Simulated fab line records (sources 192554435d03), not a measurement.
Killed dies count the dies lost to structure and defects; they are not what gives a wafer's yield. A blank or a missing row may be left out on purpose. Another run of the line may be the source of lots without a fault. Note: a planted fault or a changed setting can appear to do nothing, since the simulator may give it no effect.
Comparing a struck lot with a sound one	flow n5 finfet	18 out of 1938 route steps
Sound: wafers L599.2, L599.4, L599.6. The struck wafers were L607.1, L607.3, L607.6. The cause is given at the end.
At each step with rows: each side's tool, then ch and its chambers, then its first start. Under that, the readings that differ: sound wafers	struck wafers	difference of the means	sigmas: that difference in standard deviations of wafers without a fault.
alike: readings with means less than 2 such deviations apart, plus words and numbers identical on both sides. not compared: withheld readings, readings lacking a value on some wafer, bounds such as >300 that could conceal the same value, and numbers that have no deviation in the record and whose values overlap.
Wherever a step has rows on one side only, a row that says differs or no value, or a row with sigmas, the two part there. Non-overlapping numbers with no deviation appear without sigmas and do not part them. Lack of a reading on every wafer of one side parts them only where that side has two or more wafers.

N5_BEOL_M9_INSPECT_58: inspects for defects (darkfield).
  sound: defect inspect-01 at day 10 09:59; struck: defect inspect-02 at day 12 13:53
  alike: raw defect count
N5_BEOL_M10_ILD_DEP_00: deposits SiCOH lowk from DEMS/porogen, target thk 308.51 nm, time 58 s.
  sound on pecvd-03 ch 0,1, day 10 10:01; struck on pecvd-04 ch 0,1, day 12 13:56
  alike: heater power w, showerhead plenum p Torr, throttle valve pct
N5_BEOL_M10_CURE_71: cures SiCOH lowk, time 240 s.
  sound on uv cure-01 ch 2, day 10 10:12; struck on uv cure-02 ch 0, day 12 14:02
reading	sound	struck	difference	sigmas
wafer_temp_C_max	388.3 387.4 387.6	386.1 386.0 385.8	-1.8	-3
  alike: lamp power pct
N5_BEOL_M10_THK_MEAS_01:
  sound: film metro-01 at day 10 10:38; struck: film metro-01 at day 12 14:33
reading	sound	struck	difference	sigmas
M10_ILD_THK (nm)	270 269 272	256 260 265	-10	-3
N5_BEOL_M10_PECVD_70: deposits SiO2 from TEOS/O2, target thk 20 nm, time 22.7 s.
  sound on pecvd-03 ch 0,1, day 10 10:40; struck on pecvd-04 ch 0,1, day 12 14:35
  alike: heater power w, showerhead plenum p Torr, throttle valve pct
N5_BEOL_M10_HM_DEP_02: deposits TiN, target thk 20 nm.
  sound: pvd sputter-03 at day 10 11:11; struck: pvd sputter-02 at day 12 15:55
  alike: throttle valve pct
then, 5 steps without rows for these wafers: N5_BEOL_M10_COAT_59 (time 60 s, resist thk 100 nm); N5_BEOL_M10_COAT_60 (time 60 s, resist thk 30 nm); N5_BEOL_M10_COAT_05 (resist thk 90 nm); N5_BEOL_M10_EBR_07; N5_BEOL_M10_SOFTBAKE_06 (time 60 s).
N5_BEOL_M10_EXPOSE_08: exposes mask M10.
  sound on arfi scanner-01 ch 0, day 10 11:33; struck on arfi scanner-01 ch 0, day 12 16:17
reading	sound	struck	difference	sigmas
model.BEOL_M10.overlay x nm (nm)	0.2 0.2 0.2	5.4 5.4 5.4	+5.2	
  alike: mask
then, 2 steps without rows for these wafers: N5_BEOL_M10_PEB_09 (peb time 60 s); N5_BEOL_M10_DEVELOP_10 (develop time 30 s).
N5_BEOL_M10_CD_MEAS_11 targets a cd of 64.1 nm.
  sound on cd sem-03 ch 0, day 10 11:40; struck on cd sem-03 ch 0, day 12 16:25
reading	sound	struck	difference	sigmas
cd nm (nm)	64.2 65.1 64.4	63.2 62.8 63.1	-1.5	-2
N5_BEOL_M10_OVL_MEAS_12:
  sound on overlay-02 ch 0, day 10 11:42; struck on overlay-01 ch 0, day 12 16:26
reading	sound	struck	difference	sigmas
M10_OVL (nm)	0.6 0.2 -0.7	4.6 4.4 4.8	+4.6	+6
N5_BEOL_M10_INSPECT_13: inspects for defects (brightfield).
  sound: defect inspect-01 at day 10 11:44; struck: defect inspect-02 at day 12 16:28
  alike: raw defect count
then, 1 step without rows for these wafers: N5_PASSIVATION_PROBE_49.

## WHERE THEY PART
Earliest at N5_BEOL_M10_CURE_71; latest, in this record, at N5_BEOL_M10_OVL_MEAS_12. Later steps at which nothing parts them and some readings are alike: N5_BEOL_M10_INSPECT_13.

WHY: what had been put in by the simulator
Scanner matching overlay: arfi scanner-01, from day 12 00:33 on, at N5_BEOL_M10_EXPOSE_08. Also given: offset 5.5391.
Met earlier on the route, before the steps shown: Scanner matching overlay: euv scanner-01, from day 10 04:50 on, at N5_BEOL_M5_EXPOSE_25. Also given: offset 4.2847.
